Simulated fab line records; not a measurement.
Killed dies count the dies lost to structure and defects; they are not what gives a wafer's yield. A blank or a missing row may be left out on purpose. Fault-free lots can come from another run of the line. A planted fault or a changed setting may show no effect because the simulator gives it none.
Split-lot study | flow n5Finfet | 7 lots, 39 wafers read, on a route of 1938 steps

## THE SPLIT
At N5_HKMG_FIN_NWFM_ALD_20 (deposits TiAlC, target thk 2 nm, pulse time 3 s, purge time 2 s), the setting aldCycles was moved away from the recipe's 7 on 18 of the 39 wafers read, by -42.9% to +57.1%. All remaining wafers had this setting at the recipe value.

The reading is taken at the split's own step.

## THE READING
TiAlC_of_HKMG_FIN_NWFM_ALD_20.thkNm (the simulator's own value, which no gauge read), in nm, at N5_HKMG_FIN_NWFM_ALD_20 (deposits TiAlC, target thk 2 nm, pulse time 3 s, purge time 2 s). The file gives no usual value for it.

wafer  | tool, chamber at the split | aldCycles as run | against the recipe | TiAlC_of_HKMG_FIN_NWFM_ALD_20.thkNm, nm | against lot-mates on the recipe
L077.1 | aldMetal-04, 3,0,1         | 7                | recipe             | 2                                       | -
L077.2 | aldMetal-04, 3,0,1         | 7                | recipe             | 2                                       | -
L077.6 | aldMetal-04, 3,0,1         | 7                | recipe             | 2                                       | -
L077.3 | aldMetal-04, 2,1,2         | 10               | +42.9%             | 2.8                                     | +0.8
L077.4 | aldMetal-04, 2,1,2         | 10               | +42.9%             | 2.8                                     | +0.8
L077.5 | aldMetal-04, 2,1,2         | 10               | +42.9%             | 2.8                                     | +0.8
L081.1 | aldMetal-03, 1,0,1         | 7                | recipe             | 2                                       | -
L081.2 | aldMetal-03, 1,0,1         | 7                | recipe             | 2                                       | -
L081.5 | aldMetal-03, 1,0,1         | 7                | recipe             | 2                                       | -
L081.3 | aldMetal-03, 2,3,0         | 11               | +57.1%             | 3.2                                     | +1.2
L081.4 | aldMetal-03, 2,3,0         | 11               | +57.1%             | 3.2                                     | +1.2
L081.6 | aldMetal-03, 2,3,0         | 11               | +57.1%             | 3.2                                     | +1.2
L082.1 | aldMetal-04, 3,1,3         | 7                | recipe             | 2                                       | -
L082.4 | aldMetal-04, 3,1,3         | 7                | recipe             | 2                                       | -
L082.5 | aldMetal-04, 3,1,3         | 7                | recipe             | 2                                       | -
L082.2 | aldMetal-04, 0,2,0         | 4                | -42.9%             | 1.2                                     | -0.8
L082.3 | aldMetal-04, 0,2,0         | 4                | -42.9%             | 1.2                                     | -0.8
L082.6 | aldMetal-04, 0,2,0         | 4                | -42.9%             | 1.2                                     | -0.8
L083.1 | aldMetal-03, 2,0,3         | 7                | recipe             | 2                                       | -
L083.3 | aldMetal-03, 2,0,3         | 7                | recipe             | 2                                       | -
L083.6 | aldMetal-03, 2,0,3         | 7                | recipe             | 2                                       | -
L089.1 | aldMetal-04, 1,0,2         | 7                | recipe             | 2                                       | -
L089.2 | aldMetal-04, 1,0,2         | 7                | recipe             | 2                                       | -
L089.4 | aldMetal-04, 1,0,2         | 7                | recipe             | 2                                       | -
L089.3 | aldMetal-04, 3,1,2         | 10               | +42.9%             | 2.8                                     | +0.8
L089.5 | aldMetal-04, 3,1,2         | 10               | +42.9%             | 2.8                                     | +0.8
L089.6 | aldMetal-04, 3,1,2         | 10               | +42.9%             | 2.8                                     | +0.8
L090.1 | aldMetal-01, 1,3,1         | 9                | +28.6%             | 2.6                                     | +0.6
L090.4 | aldMetal-01, 1,3,1         | 9                | +28.6%             | 2.6                                     | +0.6
L090.5 | aldMetal-01, 1,3,1         | 9                | +28.6%             | 2.6                                     | +0.6
L090.2 | aldMetal-01, 3,0,0         | 7                | recipe             | 2                                       | -
L090.3 | aldMetal-01, 3,0,0         | 7                | recipe             | 2                                       | -
L090.6 | aldMetal-01, 3,0,0         | 7                | recipe             | 2                                       | -
L091.1 | aldMetal-04, 1,3,2         | 9                | +28.6%             | 2.6                                     | +0.6
L091.5 | aldMetal-04, 1,3,2         | 9                | +28.6%             | 2.6                                     | +0.6
L091.6 | aldMetal-04, 1,3,2         | 9                | +28.6%             | 2.6                                     | +0.6
L091.2 | aldMetal-04, 2,0,3         | 7                | recipe             | 2                                       | -
L091.3 | aldMetal-04, 2,0,3         | 7                | recipe             | 2                                       | -
L091.4 | aldMetal-04, 2,0,3         | 7                | recipe             | 2                                       | -
If several chambers appear in one row, that row covers several wafers at once and the file leaves open which wafer was in which chamber.

FIT RESULTS
A straight line over all 39 wafers: TiAlC_of_HKMG_FIN_NWFM_ALD_20.thkNm changes by +0.0196 nm for each +1% of aldCycles; r = +1.00; the points scatter about the line by 0.033 nm.
The same after taking each lot's own level away (the mean of its wafers on the recipe; 39 wafers): +0.0196 nm for each +1%; r = +1.00; scatter 0.033 nm.
Per that fit: largest aldCycles move, reading shift of 1.1 nm.
The lots' own levels span 2.00 to 2.00 nm.
The two slopes are in agreement: the lot-to-lot level therefore moves the slope only a little.
Check: with one of the wafers moved furthest among these (+57.1%) left out of the fit, the line predicts +1.12 nm for it against its lot-mates. Against them it came out at +1.2 nm.

## THE OTHER SPLITS THESE WAFERS WENT THROUGH
Before the reading, these wafers also passed through other splits. Each is held against what the fit with the lots' levels taken away leaves over:
other split on the same wafers       | wafers away from the commonest value | r with TiAlC_of_HKMG_FIN_NWFM_ALD_20.thkNm (lot level and that fit taken away)
N5_FIN_SAQP_SPACER1_ALD_24 aldCycles | 12                                   | +0.18
N5_SPACER0_ALD_08 targetThkA         | 9                                    | +0.16

## THE FILE'S OWN FIT
TiAlC_of_HKMG_FIN_NWFM_ALD_20.thkNm changes by +0.0198 nm for each +1% of aldCycles, r = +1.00.
